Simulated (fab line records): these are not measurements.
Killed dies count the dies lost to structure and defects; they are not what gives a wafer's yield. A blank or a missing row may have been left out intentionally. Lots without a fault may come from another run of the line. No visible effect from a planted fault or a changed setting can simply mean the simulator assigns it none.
Matching of chambers + flow nandHarc + aldHk-01 running NHARC_A_CHANNEL_FILL_D1_ALD_25: 4 sister chambers
The step deposits SiOx, target thk 60 nm, pulse time 10 s, ald cycles 600. 4 wafers are shown with their chamber, then 9 later ones without.

## WAFERS, EACH WITH ITS CHAMBER
| wafer  | chamber | heaterPowerW (W) |
|--------|---------|------------------|
| L083.2 | 3       | 487              |
| L088.4 | 0       | 442              |
| L088.2 | 2       | 506              |
| L088.5 | 1       | 415              |

## WAFERS MISSING THEIR CHAMBER
| wafer  | heaterPowerW (W) |
|--------|------------------|
| L090.3 | 523              |
| L090.1 | 432              |
| L090.5 | 501              |
| L092.4 | 433              |
| L092.1 | 496              |
| L092.6 | 485              |
| L095.3 | 417              |
| L095.5 | 411              |
| L095.6 | 452              |

## WHICH CHAMBER EACH ONE RAN IN
| wafer  | from the rows above     | in truth |
|--------|-------------------------|----------|
| L090.3 | 2                       | 2        |
| L090.1 | can't be placed: 0 or 1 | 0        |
| L090.5 | can't be placed: 2 or 3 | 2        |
| L092.4 | can't be placed: 0 or 1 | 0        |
| L092.1 | can't be placed: 3 or 2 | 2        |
| L092.6 | 3                       | 3        |
| L095.3 | 1                       | 1        |
| L095.5 | 1                       | 1        |
| L095.6 | 0                       | 0        |
Placed correctly: 5 of 9. These rows do not allow placing 4 (true chamber among the candidates in 4). Wrongly placed: 0.
How it was worked out, from the rows above alone: a wafer's distance from a chamber is the root of the sum, over the readings, of the square of ((its reading less the chamber's mean) divided by the reading's scatter). If the next closest chamber is less than 2 further off than the closest, the wafer can't be placed; otherwise it belongs to the closest. For every chamber, the mean is computed from those of its wafers that are shown. The scatter (one wafer shown for each chamber): square how far every hidden wafer sits from the nearest shown wafer, average those squares and take the square root.
